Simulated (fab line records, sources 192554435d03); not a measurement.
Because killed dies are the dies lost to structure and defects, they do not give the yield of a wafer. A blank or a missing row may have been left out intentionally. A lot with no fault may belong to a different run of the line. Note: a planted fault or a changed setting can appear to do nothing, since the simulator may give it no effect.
Chamber matching -- flow n5_finfet -- N5_BEOL_M5_PECVD_70 on pecvd-01 has 3 sister chambers
The step deposits SiO2 from TEOS/O2, target thk 16 nm, time 18 s. 24 wafers are shown with their chamber, then 12 later ones without.

== WAFERS WITH THEIR CHAMBER ==
wafer,chamber,showerhead_plenum_p_Torr (Torr),throttle_valve_pct (%),heater_power_w (W)
L076.1,1,8.70,23.5,788
L076.3,1,8.71,23.4,753
L076.6,1,8.71,23.0,740
L074.1,2,8.74,22.1,615
L074.5,1,8.72,23.2,755
L074.6,0,8.88,23.4,871
L079.3,2,8.74,22.1,713
L079.4,1,8.72,23.2,843
L079.6,2,8.76,21.9,711
L082.1,2,8.74,22.0,753
L082.2,1,8.71,22.9,805
L082.4,2,8.76,22.1,737
L085.2,2,8.74,22.5,620
L085.3,1,8.71,23.5,762
L085.6,0,8.85,22.7,716
L086.1,2,8.76,22.3,682
L086.3,1,8.72,23.2,808
L086.6,1,8.72,23.3,790
L088.2,0,8.85,22.7,847
L088.3,2,8.74,22.1,745
L088.5,2,8.76,22.1,727
L090.1,2,8.73,22.1,660
L090.4,2,8.77,22.4,646
L090.5,0,8.88,23.0,849

SIGNATURES, as means of the wafers listed above
reading,chamber 0,chamber 1,chamber 2,scatter within a chamber
showerhead_plenum_p_Torr,8.8650,8.7133,8.7491,0.0119
throttle_valve_pct,22.950,23.244,22.155,0.216
heater_power_w,820.75,782.67,691.73,48.1
Rule: a wafer's distance from a chamber is the root of the sum, over the readings, of the square of ((its reading less the chamber's mean) divided by the reading's scatter). If the next closest chamber is less than 2 further off than the closest, the wafer can't be placed; otherwise it belongs to the closest. The scatter: take each reading less its chamber's mean, square it, sum over the shown wafers, divide by the number of wafers less the number of chambers, and take the root.

== WAFERS WITHOUT THEIR CHAMBER ==
wafer,showerhead_plenum_p_Torr (Torr),throttle_valve_pct (%),heater_power_w (W)
L089.2,8.87,22.7,857
L089.3,8.75,22.2,649
L089.4,8.75,22.4,644
L094.1,8.86,23.1,829
L094.2,8.70,22.9,798
L094.5,8.70,23.1,792
L095.2,8.74,22.1,707
L095.3,8.87,22.7,811
L095.4,8.76,22.4,695
L096.2,8.85,23.0,875
L096.3,8.74,22.6,715
L096.4,8.72,23.1,734

== THE CHAMBER EACH PASSED THROUGH ==
wafer,from the rows above,in truth
L089.2,0,0
L089.3,2,2
L089.4,2,2
L094.1,0,0
L094.2,1,1
L094.5,1,1
L095.2,2,2
L095.3,0,0
L095.4,2,2
L096.2,0,0
L096.3,can't be placed: 2 or 1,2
L096.4,1,1
Correctly placed: 11 of 12. Cannot be placed on the basis of these rows: 1; the candidates contain the true chamber in 1. 0 placed wrongly.
